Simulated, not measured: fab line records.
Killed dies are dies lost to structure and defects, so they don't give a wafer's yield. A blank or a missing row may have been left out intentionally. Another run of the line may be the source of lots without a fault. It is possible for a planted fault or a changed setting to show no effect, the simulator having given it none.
Matching of chambers | flow n5-finfet | rie-diel-02 running N5_BEOL_M2_ETCH_64: 4 sister chambers
The step etches SOC in N2/H2, target depth 75 nm, overetch 22.5 nm, time 121.9 s. 14 wafers are shown with their chamber, then 7 later ones without.

== WAFERS PAIRED WITH THEIR CHAMBERS ==
wafer  | chamber | drypump-motor-current-A (A) | showerhead-plenum-p-Torr (Torr) | oes-product-au (a.u.)
L076.2 | 0       | 5.9                         | 2.64                            | 0.55
L076.4 | 3       | 5.2                         | 2.65                            | 0.56
L076.5 | 2       | 5.6                         | 2.49                            | 0.68
L082.1 | 3       | 5.2                         | 2.64                            | 0.56
L082.3 | 0       | 5.9                         | 2.63                            | 0.55
L082.4 | 2       | 5.7                         | 2.49                            | 0.66
L081.1 | 0       | 5.9                         | 2.63                            | 0.55
L081.2 | 2       | 5.7                         | 2.49                            | 0.67
L081.5 | 2       | 5.7                         | 2.49                            | 0.66
L083.1 | 0       | 5.9                         | 2.63                            | 0.54
L083.3 | 1       | 5.9                         | 2.49                            | 0.68
L083.6 | 0       | 5.9                         | 2.63                            | 0.54
L087.3 | 3       | 5.2                         | 2.63                            | 0.54
L087.5 | 3       | 5.2                         | 2.63                            | 0.54

SIGNATURES, as means of the wafers listed above
reading                  | chamber 0 | chamber 1 | chamber 2 | chamber 3 | scatter within a chamber
drypump-motor-current-A  | 5.900     | 5.900     | 5.675     | 5.200     | 0.0274
showerhead-plenum-p-Torr | 2.6320    | 2.4900    | 2.4900    | 2.6375    | 0.00596
oes-product-au           | 0.5460    | 0.6800    | 0.6675    | 0.5500    | 0.00892
Rule: for each reading, subtract the chamber's mean from the wafer's reading, divide by that reading's scatter and square the result; add these up over the readings and take the root, which gives the wafer's distance from the chamber. If the next closest chamber is less than 2 further off than the closest, the wafer can't be placed; otherwise it belongs to the closest. The scatter is the square root of a quotient: the sum, over the shown wafers, of each reading's squared deviation from its chamber's mean, divided by wafers minus chambers.

== WAFERS WITH NO CHAMBER GIVEN ==
wafer  | drypump-motor-current-A (A) | showerhead-plenum-p-Torr (Torr) | oes-product-au (a.u.)
L087.6 | 5.7                         | 2.48                            | 0.64
L090.1 | 5.2                         | 2.63                            | 0.55
L090.2 | 5.6                         | 2.48                            | 0.64
L090.4 | 5.6                         | 2.48                            | 0.64
L093.1 | 5.7                         | 2.48                            | 0.63
L093.3 | 5.2                         | 2.63                            | 0.54
L093.6 | 5.2                         | 2.63                            | 0.54

== WHICH CHAMBER EACH WENT THROUGH ==
wafer  | from the rows above | in truth
L087.6 | 2                   | 2
L090.1 | 3                   | 3
L090.2 | 2                   | 2
L090.4 | 2                   | 2
L093.1 | 2                   | 2
L093.3 | 3                   | 3
L093.6 | 3                   | 3
7 of 7 placed correctly. Can't be placed from these rows: 0. Wrongly placed: 0.
